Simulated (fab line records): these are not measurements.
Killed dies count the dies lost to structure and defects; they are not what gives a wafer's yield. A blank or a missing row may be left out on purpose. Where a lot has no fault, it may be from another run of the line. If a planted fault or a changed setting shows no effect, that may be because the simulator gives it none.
Matching of chambers | flow n5Finfet | N5_ZERO_LAYER_PECVD_02 on pecvd-02 has 3 sister chambers
The step deposits SiO2 from SiH4/N2O, target thk 10 nm, time 6 s. 14 wafers are shown with their chamber, then 7 later ones without.

WAFERS WITH THEIR CHAMBER
wafer  | chamber | heaterPowerW (W) | showerheadPlenumPTorr (Torr)
L075.2 | 0       | 782              | 8.16
L075.4 | 0       | 797              | 8.18
L075.6 | 2       | 634              | 8.22
L080.1 | 1       | 870              | 8.14
L080.3 | 0       | 744              | 8.16
L080.6 | 0       | 762              | 8.19
L081.2 | 0       | 842              | 8.16
L081.3 | 2       | 629              | 8.16
L081.5 | 0       | 852              | 8.16
L088.2 | 1       | 852              | 8.14
L088.3 | 2       | 622              | 8.20
L088.5 | 0       | 846              | 8.18
L089.2 | 2       | 602              | 8.18
L089.3 | 1       | 746              | 8.15

SIGNATURES (averages over the wafers above)
reading               | chamber 0 | chamber 1 | chamber 2 | scatter within a chamber
heaterPowerW          | 803.57    | 822.67    | 621.75    | 43.7
showerheadPlenumPTorr | 8.1700    | 8.1433    | 8.1900    | 0.0167
Rule: for a wafer and a chamber, the distance is found by dividing, reading by reading, the gap between the wafer's reading and the chamber's mean by the reading's scatter, squaring, summing and taking the root. If the next closest chamber is less than 2 further off than the closest, the wafer can't be placed; otherwise it belongs to the closest. The scatter: the root of (the sum of the squares of (reading less its chamber's mean) over the shown wafers, divided by (wafers less chambers)).

WAFERS WITHOUT THEIR CHAMBER
wafer  | heaterPowerW (W) | showerheadPlenumPTorr (Torr)
L089.4 | 750              | 8.15
L090.1 | 851              | 8.14
L090.4 | 597              | 8.19
L090.5 | 763              | 8.17
L092.3 | 784              | 8.16
L092.4 | 791              | 8.17
L092.6 | 633              | 8.18

EACH ONE'S CHAMBER
wafer  | from the rows above     | in truth
L089.4 | can't be placed: 1 or 0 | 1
L090.1 | can't be placed: 1 or 0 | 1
L090.4 | 2                       | 2
L090.5 | can't be placed: 0 or 1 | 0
L092.3 | can't be placed: 0 or 1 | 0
L092.4 | can't be placed: 0 or 1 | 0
L092.6 | 2                       | 2
Correct placement for 2 of the 7. From these rows, 5 cannot be placed; in 5 the true chamber is one of the candidates. Number placed wrongly: 0.
